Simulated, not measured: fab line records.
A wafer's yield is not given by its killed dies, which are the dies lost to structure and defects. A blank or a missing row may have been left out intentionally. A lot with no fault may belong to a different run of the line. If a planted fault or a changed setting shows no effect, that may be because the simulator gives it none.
Matching of chambers :: flow n5-finfet :: N5_HKMG_FIN_ALD_21 on ald-metal-01: 4 sister chambers
The step deposits TiN, target thk 1.5 nm, pulse time 1 s, purge time 3 s. 4 wafers are shown with their chamber, then 7 later ones without.

== WAFERS WITH THEIR CHAMBER ==
wafer: L085.3
chamber: 2
heater-power-w (W): 941

wafer: L089.1
chamber: 1
heater-power-w (W): 987

wafer: L094.2
chamber: 3
heater-power-w (W): 918

wafer: L094.3
chamber: 0
heater-power-w (W): 923

== WAFERS WITHOUT THEIR CHAMBER ==
wafer: L094.5
heater-power-w (W): 885

wafer: L095.1
heater-power-w (W): 932

wafer: L095.2
heater-power-w (W): 956

wafer: L095.4
heater-power-w (W): 915

wafer: L097.2
heater-power-w (W): 1011

wafer: L097.3
heater-power-w (W): 983

wafer: L097.6
heater-power-w (W): 975

== WHICH CHAMBER EACH ONE RAN IN ==
wafer: L094.5
from the rows above: can't be placed: 3 or 0 or 2
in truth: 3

wafer: L095.1
from the rows above: can't be placed: 0 or 2 or 3
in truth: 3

wafer: L095.2
from the rows above: can't be placed: 2 or 1 or 0 or 3
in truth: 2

wafer: L095.4
from the rows above: can't be placed: 3 or 0 or 2
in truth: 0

wafer: L097.2
from the rows above: 1
in truth: 1

wafer: L097.3
from the rows above: 1
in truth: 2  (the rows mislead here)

wafer: L097.6
from the rows above: can't be placed: 1 or 2
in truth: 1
1 of 7 placed correctly. Cannot be placed on the basis of these rows: 5; the candidates contain the true chamber in 5. Placed wrongly: 1.
How it was worked out, from the rows above alone: a wafer's distance from a chamber is the root of the sum, over the readings, of the square of ((its reading less the chamber's mean) divided by the reading's scatter). The wafer belongs to the nearest chamber; if the next one is less than 2 further off, it can't be placed. The mean given for a chamber averages the wafers shown for that chamber. The scatter: with one shown wafer a chamber, the root of the mean of the squares of how far each hidden wafer lies from its nearest shown one.
